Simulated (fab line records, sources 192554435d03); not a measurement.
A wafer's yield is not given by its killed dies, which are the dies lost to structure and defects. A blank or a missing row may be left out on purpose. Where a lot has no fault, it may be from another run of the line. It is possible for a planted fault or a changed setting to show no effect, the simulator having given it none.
Comparing a struck lot with a sound one	flow n5-finfet	14 out of 1938 route steps
Sound: wafers L264.2, L264.4, L264.6. Struck: wafers L275.3, L275.4, L275.6. The cause is given at the end.
For every step that has rows: the tool of each side, followed by ch and its chambers, followed by its first start. Under that, the readings that differ: sound wafers	struck wafers	difference of the means	sigmas: that difference in standard deviations of wafers without a fault.
alike: readings with means less than 2 such deviations apart, plus words and numbers identical on both sides. not compared: withheld readings, readings lacking a value on some wafer, bounds such as >300 that could conceal the same value, and numbers that have no deviation in the record and whose values overlap.
The two part at a step that has a row with sigmas, a row that says differs or no value, or rows on one side only. Numbers that don't overlap but have no deviation are shown without sigmas and don't part them. A reading missing from all wafers of one side parts the sides only when that side holds two or more wafers.

first, 4 steps without rows for these wafers: N5_BEOL_M12_EXPOSE_07 (exposes mask V11); N5_BEOL_M12_PEB_08 (peb time 90 s); N5_BEOL_M12_DEVELOP_09 (develop time 45 s); N5_BEOL_M12_HARDBAKE_14 (time 120 s).
N5_BEOL_M12_CD_MEAS_10: the cd target is 140 nm.
  sound on cd-sem-01 ch 0, day 11 06:47; struck on cd-sem-03 ch 0, day 13 15:59
  alike: cd-nm
N5_BEOL_M12_OVL_MEAS_11:
  sound on overlay-01 ch 0, day 11 06:49; struck on overlay-01 ch 0, day 13 16:01
  alike: V11_OVL
N5_BEOL_M12_INSPECT_12: inspects for defects (macro).
  sound on defect-inspect-02 at day 11 06:50; struck on defect-inspect-01 at day 13 16:02
  alike: raw-defect-count
N5_BEOL_M12_DESCUM_15: chemistry O2, time 7.9 s.
  sound on rie-diel-02 ch 0,1, day 11 06:52; struck on rie-diel-02 ch 1,2,3, day 13 16:04
  alike: drypump-motor-current-A, oes-product-au, rf-vpp-V, showerhead-plenum-p-Torr, throttle-valve-pct
  not compared: rf-hours-counter-h
N5_BEOL_M12_ETCH_59: etches BARC in N2/H2, target depth 89 nm, overetch 26.7 nm, time 67.9 s.
  sound on rie-diel-02 ch 0,1, day 11 06:55; struck on rie-diel-02 ch 1,2,3, day 13 16:06
  alike: drypump-motor-current-A, h2-flow-sccm, oes-product-au, rf-vpp-V, showerhead-plenum-p-Torr, throttle-valve-pct
  not compared: rf-hours-counter-h
N5_BEOL_M12_VIA_ETCH_16: etches SiOC in C4F8/O2/Ar, target depth 724.8 nm.
  sound on rie-diel-02 ch 0,1, day 11 06:58; struck on rie-diel-02 ch 1,2,3, day 13 16:09
  alike: C4F8_flow_sccm, drypump-motor-current-A, oes-product-au, rf-vpp-V, showerhead-plenum-p-Torr, throttle-valve-pct
N5_BEOL_M12_STRIP_63: strips in N2/H2.
  sound on plasma-asher-02 ch 0,1, day 11 07:10; struck on plasma-asher-01 ch 0,1, day 13 16:22
  alike: chamber-pressure-mTorr, drypump-motor-current-A, h2-flow-sccm, heater-power-w, oes-product-au, strip-time-to-endpoint-s
  not compared: rf-hours-counter-h
N5_BEOL_M12_STRIP_64: strips in N2/H2.
  sound on plasma-asher-02 ch 0,1, day 11 07:13; struck on plasma-asher-01 ch 0,1, day 13 16:26
  alike: drypump-motor-current-A, h2-flow-sccm, heater-power-w, oes-product-au, strip-time-to-endpoint-s
  not compared: rf-hours-counter-h
N5_BEOL_M12_STRIP_71: strips in post etch residue remover, time 60 s.
  sound on wet-bench-05 ch 0,2,3, day 11 07:19; struck on wet-bench-03 ch 2,5,6, day 13 16:30
  no value came back on the struck wafers for run-length-s (s), temp-c (C); on the sound wafers run-length-s (s) reads 68.0 66.5 66.3
then, 1 step without rows for these wafers: N5_BEOL_M12_SRD_72 (time 30 s, dry time 30 s).

== WHERE THEY PART ==
Only at N5_BEOL_M12_STRIP_71, as far as this record shows.

WHY: the cause the simulator had injected
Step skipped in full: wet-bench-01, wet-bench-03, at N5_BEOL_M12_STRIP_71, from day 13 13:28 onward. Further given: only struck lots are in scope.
